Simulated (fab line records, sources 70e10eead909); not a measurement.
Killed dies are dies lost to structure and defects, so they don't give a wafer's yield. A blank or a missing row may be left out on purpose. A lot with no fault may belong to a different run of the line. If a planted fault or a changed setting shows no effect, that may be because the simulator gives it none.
8D (eight disciplines) problem report, filled in by code -- flow nand harc -- the parts of the form that need people (team, actions taken, sign-off) are left out

## 1. PROBLEM STATEMENT
plate temp C at NHARC_P_M0_PEB_07 reads a mean of 96.07 C on 3 wafers of 1 lot; wafers without a fault read 100.00 C with a standard deviation of 0.12. That is -33 standard deviations from the usual mean.
The step: peb time 65 s.
Earliest sighting: wafer L978.3 on litho track-01 at day 12 05:33. The record holds 39 wafers of 13 lots with a number at this step. Rule for "out" (also "out of limits"): further than 4 standard deviations from the usual mean. Any other wafer with a number is counted as sound.

## 2. WHAT IT IS, WHAT IT ISN'T
question,is,is not
which readings at this step,"plate temp C, heater power total W",-
which lots,L978,"L965, L966, L967, L969, L970, L972, L977, L980, L981, L982, L983, L984"
which wafers of those lots,all that have a number,-
read on which tools,litho track-01,"litho track-04, litho track-06"
when,from day 12 05:33,"up to then (21 sound wafers); but 15 sound wafers of L980, L981, L982, L983, L984 came after"

## 3. WHAT RULES OUT EACH SUSPECT
Counting: a tool at any process step up to the reading remains a suspect when it ran all the lots that are out and ran no sound lot after the first of those.
- pvd sputter-02 at NHARC_P_CONTACT_DEGAS_38 (time 60 s): ruled out as a lasting fault. Sound lots L980, L984 ran on it after its first lot that is out, L978 (day 12 03:21).
- litho track-01 at NHARC_P_M0_PEB_07 (peb time 65 s): kept. It ran the lot that is out, L978 (day 12 05:33), and no sound lot after that; its last sound lot up to then is L972 (day 9 11:39). Its own heater power total W, plate temp C readings are out on those wafers.
Left after counting: litho track-01 at NHARC_P_M0_PEB_07.

## 4. THE CAUSE (what the simulator had put in)
Drift in process parameters on litho track-01 at NHARC_P_M0_PEB_07, starting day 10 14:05. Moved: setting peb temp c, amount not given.
After counting, this tool was the only one left.

## 5. THE EFFECT CHAIN, in route order
Each row: a reading whose mean over the struck wafers that have a number lies more than 3 standard deviations from the usual. Only readings for which the record gives a usual standard deviation are gone through. hours: the time from each lot's start at the first step in this table that gives one to its start at this step, as a median over the lots. sigmas: the change in usual standard deviations.
hours,step,reading,usual,on struck wafers,change,sigmas
0,NHARC_P_M0_PEB_07,heater power total W,156.6 W,148.5,-8.1,-19
0,NHARC_P_M0_PEB_07,plate temp C,100.00 C,96.07,-3.93,-33
Its process steps:
- NHARC_P_M0_PEB_07: peb time 65 s.

## 6. WHAT WOULD HAVE CAUGHT IT SOONER
First out-of-limits reading in this record: day 12 05:33, which is 39 hours after fault onset at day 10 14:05.
